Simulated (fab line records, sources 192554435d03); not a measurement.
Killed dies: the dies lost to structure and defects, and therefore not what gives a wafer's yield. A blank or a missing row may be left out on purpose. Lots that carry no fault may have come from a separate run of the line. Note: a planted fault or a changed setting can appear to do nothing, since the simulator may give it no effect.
Matching of chambers + flow n5-finfet + 4 sister chambers for N5_BEOL_M10_ETCH_61 on rie-diel-05
The step etches SiARC in CF4, target depth 39 nm, time 65 s. 4 wafers are shown with their chamber, then 9 later ones without.

WAFERS PAIRED WITH THEIR CHAMBERS
| wafer  | chamber | drypump-motor-current-A (A) |
|--------|---------|-----------------------------|
| L085.6 | 3       | 5.6                         |
| L086.3 | 0       | 6.1                         |
| L089.1 | 1       | 5.2                         |
| L089.5 | 2       | 6.3                         |

WAFERS MISSING THEIR CHAMBER
| wafer  | drypump-motor-current-A (A) |
|--------|-----------------------------|
| L090.2 | 5.6                         |
| L090.4 | 5.2                         |
| L090.6 | 5.2                         |
| L091.1 | 5.6                         |
| L091.2 | 6.3                         |
| L091.6 | 5.1                         |
| L093.1 | 5.6                         |
| L093.2 | 6.4                         |
| L093.3 | 5.1                         |

EACH ONE'S CHAMBER
| wafer  | from the rows above | in truth |
|--------|---------------------|----------|
| L090.2 | 3                   | 3        |
| L090.4 | 1                   | 1        |
| L090.6 | 1                   | 1        |
| L091.1 | 3                   | 3        |
| L091.2 | 2                   | 2        |
| L091.6 | 1                   | 1        |
| L093.1 | 3                   | 3        |
| L093.2 | 2                   | 2        |
| L093.3 | 1                   | 1        |
9 of 9 placed correctly. Number that these rows cannot place: 0. Number placed wrongly: 0.
How it was worked out, from the rows above alone: a wafer's distance from a chamber is the root of the sum, over the readings, of the square of ((its reading less the chamber's mean) divided by the reading's scatter). The wafer belongs to the nearest chamber; if the next one is less than 2 further off, it can't be placed. A chamber's mean is the mean of its shown wafers. The scatter: with one shown wafer a chamber, the root of the mean of the squares of how far each hidden wafer lies from its nearest shown one.
